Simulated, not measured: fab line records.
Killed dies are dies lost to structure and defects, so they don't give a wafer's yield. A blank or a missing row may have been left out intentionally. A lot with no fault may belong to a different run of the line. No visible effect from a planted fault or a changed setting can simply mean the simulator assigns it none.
Split-lot trial + flow n5 finfet + 7 lots, 21 wafers read, on a route of 1938 steps

## SPLIT DETAILS
At N5_GATE_CUT_COAT_27 (time 60 s, resist thk 10 nm), the setting spin rpm was moved away from the recipe's 1500 rpm on 6 of the 21 wafers read, by -10.7% to -6.6%. The other wafers ran this setting at the recipe's value.

## BETWEEN THE SPLIT AND THE READING: the file shows 1 step in between
- N5_GATE_CUT_DESCUM_18: chemistry O2, time 7 s (also split here: time s)

## THE READING
etch.depth nm (the simulator's own value, which no gauge read), in nm, at N5_GATE_CUT_ETCH_28 (etches underlayer in N2/H2, target depth 13 nm, time 10.4 s). There is no usual value for it anywhere in the file. Across the 15 wafers here that went through the recipe, the average is 10.019 nm and the standard deviation 0.03 nm.

| wafer  | tool, chamber at the split | spin rpm as run, rpm | against the recipe | etch.depth nm, nm | against lot-mates on the recipe |
|--------|----------------------------|----------------------|--------------------|-------------------|---------------------------------|
| L074.1 | litho track-02, 0          | 1362                 | -9.2%              | 10.52             | +0.510                          |
| L074.5 | litho track-02, 0          | 1362                 | -9.2%              | 10.53             | +0.520                          |
| L074.6 | litho track-02, 0          | 1500                 | recipe             | 10.01             | -                               |
| L079.2 | litho track-02, 0          | 1500                 | recipe             | 10                | -                               |
| L079.3 | litho track-02, 0          | 1353                 | -9.8%              | 10.54             | +0.548                          |
| L079.5 | litho track-02, 0          | 1500                 | recipe             | 9.983             | -                               |
| L082.1 | litho track-02, 0          | 1500                 | recipe             | 10.01             | -                               |
| L082.2 | litho track-02, 0          | 1372                 | -8.5%              | 10.48             | +0.450                          |
| L082.3 | litho track-02, 0          | 1500                 | recipe             | 10.05             | -                               |
| L084.2 | litho track-05, 0          | 1401                 | -6.6%              | 10.35             | +0.320                          |
| L084.3 | litho track-05, 0          | 1500                 | recipe             | 10.03             | -                               |
| L084.5 | litho track-05, 0          | 1500                 | recipe             | 10.03             | -                               |
| L086.1 | litho track-02, 0          | 1500                 | recipe             | 9.992             | -                               |
| L086.2 | litho track-02, 0          | 1500                 | recipe             | 9.979             | -                               |
| L086.6 | litho track-02, 0          | 1500                 | recipe             | 9.984             | -                               |
| L091.1 | litho track-05, 0          | 1500                 | recipe             | 10                | -                               |
| L091.3 | litho track-05, 0          | 1500                 | recipe             | 10.02             | -                               |
| L091.5 | litho track-05, 0          | 1340                 | -10.7%             | 10.6              | +0.590                          |
| L095.1 | litho track-05, 0          | 1500                 | recipe             | 10.07             | -                               |
| L095.2 | litho track-05, 0          | 1500                 | recipe             | 10.07             | -                               |
| L095.4 | litho track-05, 0          | 1500                 | recipe             | 10.06             | -                               |

FIT RESULTS
A straight line over all 21 wafers: etch.depth nm changes by -0.054 nm for each +1% of spin rpm; r = -0.99; the points scatter about the line by 0.028 nm.
The same after taking each lot's own level away (the mean of its wafers on the recipe; 21 wafers): -0.0548 nm for each +1%; r = -1.00; scatter 0.014 nm.
On that fit, the largest move of spin rpm shifts the reading by 0.58 nm.
From 9.9850 to 10.0667 nm: that is the span of the lots' own levels, equal to 2.7 times the standard deviation above.
Hence the lot-to-lot level has little effect on the slope; both slopes agree.
Check: for one of the wafers moved furthest among these (-10.7%), held out of the fit, the line's prediction against its lot-mates is +0.582 nm. Against them it came out at +0.59 nm.

## THESE WAFERS: OTHER SPLITS
Before the reading, these wafers also passed through other splits. Each is held against what the fit with the lots' levels taken away leaves over:
| other split on the same wafers | wafers away from the commonest value | r with etch.depth nm (lot level and that fit taken away) |
|--------------------------------|--------------------------------------|----------------------------------------------------------|
| N5_SDB_COAT_05 spin rpm        | 8                                    | +0.17                                                    |
| N5_HKMG_FIN_ETCH_35 bias w     | 9                                    | +0.27                                                    |
| N5_GATE_CUT_DESCUM_18 time s   | 4                                    | +0.21                                                    |

## THE WHOLE CHAIN: every reading that the file lists as answering this split, in the file's order
| step                | what it does                                                | reading                                                                                | change (the file's fit)                                                                 | r (the file's) |
|---------------------|-------------------------------------------------------------|----------------------------------------------------------------------------------------|-----------------------------------------------------------------------------------------|----------------|
| N5_GATE_CUT_COAT_27 | time 60 s, resist thk 10 nm                                 | underlayer_of_GATE_CUT_COAT_27.thk nm (the simulator's own value, which no gauge read) | -0.0581 nm for each +1% of the setting                                                  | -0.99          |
| N5_GATE_CUT_ETCH_28 | etches underlayer in N2/H2, target depth 13 nm, time 10.4 s | etch.depth nm (the simulator's own value, which no gauge read)                         | -0.0546 nm for each +1% of the setting                                                  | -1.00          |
| N5_GATE_CUT_ETCH_36 | etches SiARC in CF4, target depth 13 nm, time 21.7 s        | CAR-EUV_of_GATE_CUT_COAT_07.thk nm (the simulator's own value, which no gauge read)    | +0.058 nm for each +1% of the setting, in a fit together with time s@GATE_CUT_DESCUM_18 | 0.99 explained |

## FILE'S OWN FIT
etch.depth nm changes by -0.0546 nm for each +1% of spin rpm, r = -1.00.
